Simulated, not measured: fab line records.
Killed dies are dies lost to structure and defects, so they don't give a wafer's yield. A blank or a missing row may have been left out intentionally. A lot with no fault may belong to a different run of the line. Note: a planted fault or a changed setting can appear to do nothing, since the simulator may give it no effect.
What tool caused it? :: flow nand harc :: Sampling: 12 lots, 36 wafers, 4 of 1302 route steps

WHAT THE GAUGES READ, wafer by wafer
NHARC_A_M0_THK_MEAS_24: measures by xrf.
lot: L075
measured: day 23 00:03
on: film metro-01
thk nm (nm): 112.0 114.3 113.4

lot: L077
measured: day 23 13:41
on: film metro-01
thk nm (nm): 111.9 117.0 111.9

lot: L079
measured: day 24 17:04
on: film metro-02
thk nm (nm): 112.3 113.8 112.0

lot: L080
measured: day 25 13:38
on: film metro-02
thk nm (nm): 114.8 116.5 114.4

lot: L084
measured: day 26 23:22
on: film metro-02
thk nm (nm): 116.3 111.9 111.8

lot: L085
measured: day 27 11:56
on: film metro-02
thk nm (nm): 115.1 114.8 112.9

lot: L086
measured: day 27 16:20
on: film metro-01
thk nm (nm): 113.6 112.6 114.3

lot: L088
measured: day 28 10:59
on: film metro-01
thk nm (nm): 112.7 112.1 112.9

lot: L091
measured: day 29 10:46
on: film metro-02
thk nm (nm): 114.1 111.0 115.1

lot: L094
measured: day 30 19:26
on: film metro-02
thk nm (nm): 114.7 110.8 111.3

lot: L095
measured: day 31 12:47
on: film metro-02
thk nm (nm): 113.6 111.3 115.7

lot: L097
measured: day 32 01:53
on: film metro-02
thk nm (nm): 113.8 113.5 113.9

WHICH TOOL RAN EACH LOT (tool, then ch and the chambers of the sampled wafers, then the start)
lot: L075
NHARC_A_CONTACT_ETCH_136: har cap etch-01 ch 0,1, day 22 13:10
NHARC_A_CONTACT_ALD_18: ald metal-04 ch 1,2, day 22 15:39
NHARC_A_CONTACT_CMP_20: cmp-01 ch 0,2,3, day 22 16:47

lot: L077
NHARC_A_CONTACT_ETCH_136: har cap etch-03 ch 0,1, day 23 02:43
NHARC_A_CONTACT_ALD_18: ald metal-02 ch 0,1,2, day 23 05:14
NHARC_A_CONTACT_CMP_20: cmp-01 ch 1,2,3, day 23 06:20

lot: L079
NHARC_A_CONTACT_ETCH_136: har cap etch-03 ch 0,1, day 24 06:07
NHARC_A_CONTACT_ALD_18: ald metal-02 ch 0,1,3, day 24 08:39
NHARC_A_CONTACT_CMP_20: cmp-01 ch 0,1,3, day 24 09:44

lot: L080
NHARC_A_CONTACT_ETCH_136: har cap etch-03 ch 0,1, day 25 02:28
NHARC_A_CONTACT_ALD_18: ald metal-04 ch 0,1,2, day 25 05:07
NHARC_A_CONTACT_CMP_20: cmp-03 ch 1,2,3, day 25 06:11

lot: L084
NHARC_A_CONTACT_ETCH_136: har cap etch-01 ch 0,1, day 26 12:21
NHARC_A_CONTACT_ALD_18: ald metal-04 ch 2,3, day 26 14:56
NHARC_A_CONTACT_CMP_20: cmp-01 ch 1,2, day 26 16:01

lot: L085
NHARC_A_CONTACT_ETCH_136: har cap etch-02 ch 0,1, day 27 00:46
NHARC_A_CONTACT_ALD_18: ald metal-02 ch 0,3, day 27 03:19
NHARC_A_CONTACT_CMP_20: cmp-01 ch 2,3, day 27 04:25

lot: L086
NHARC_A_CONTACT_ETCH_136: har cap etch-02 ch 0,1, day 27 05:05
NHARC_A_CONTACT_ALD_18: ald metal-01 ch 0,2,3, day 27 07:47
NHARC_A_CONTACT_CMP_20: cmp-03 ch 0,1,3, day 27 08:53

lot: L088
NHARC_A_CONTACT_ETCH_136: har cap etch-03 ch 0,1, day 27 23:52
NHARC_A_CONTACT_ALD_18: ald metal-02 ch 1,3, day 28 02:19
NHARC_A_CONTACT_CMP_20: cmp-03 ch 1,3, day 28 03:25

lot: L091
NHARC_A_CONTACT_ETCH_136: har cap etch-03 ch 0,1, day 28 23:25
NHARC_A_CONTACT_ALD_18: ald metal-02 ch 0,1,2, day 29 02:20
NHARC_A_CONTACT_CMP_20: cmp-03 ch 1,2,3, day 29 03:26

lot: L094
NHARC_A_CONTACT_ETCH_136: har cap etch-03 ch 0,1, day 30 08:07
NHARC_A_CONTACT_ALD_18: ald metal-02 ch 0,3, day 30 10:54
NHARC_A_CONTACT_CMP_20: cmp-01 ch 0,1,3, day 30 12:01

lot: L095
NHARC_A_CONTACT_ETCH_136: har cap etch-03 ch 0, day 31 01:16
NHARC_A_CONTACT_ALD_18: ald metal-02 ch 0,1,2, day 31 04:11
NHARC_A_CONTACT_CMP_20: cmp-03 ch 1,3, day 31 05:17

lot: L097
NHARC_A_CONTACT_ETCH_136: har cap etch-01 ch 0,1, day 31 15:00
NHARC_A_CONTACT_ALD_18: ald metal-04 ch 2,3, day 31 17:29
NHARC_A_CONTACT_CMP_20: cmp-03 ch 0,1,2, day 31 18:37
- NHARC_A_CONTACT_ETCH_136: etches the open film in C4F8/O2/Ar, time 311 s, target depth 1912 nm.
- NHARC_A_CONTACT_ALD_18: deposits TiN, target thk 3 nm, pulse time 1 s, ald cycles 150.
- NHARC_A_CONTACT_CMP_20: polishes, t overpolish 30 s, target thk 300 nm.

THE ANSWER, worked out from the rows above alone
Rule: usual is defined by the lots themselves. Put in order of their means at a reading, lots are off if they are a third of the lots or fewer, leave a main group of 4 or more, and stand apart from it by a gap of 3 or more times the standard deviation of the main group's means; of several such gaps the widest counts. If all means in a main group match to the digits the tables above print for the reading, that group is not used. A lot without any number at a reading at which 4 lots or more have one is off too. Where the step has rows for the other lots, those lots are counted as sound.
No lot is off at any reading shown: from this, nothing can be told.

WHAT THE SIMULATOR HAD PUT IN
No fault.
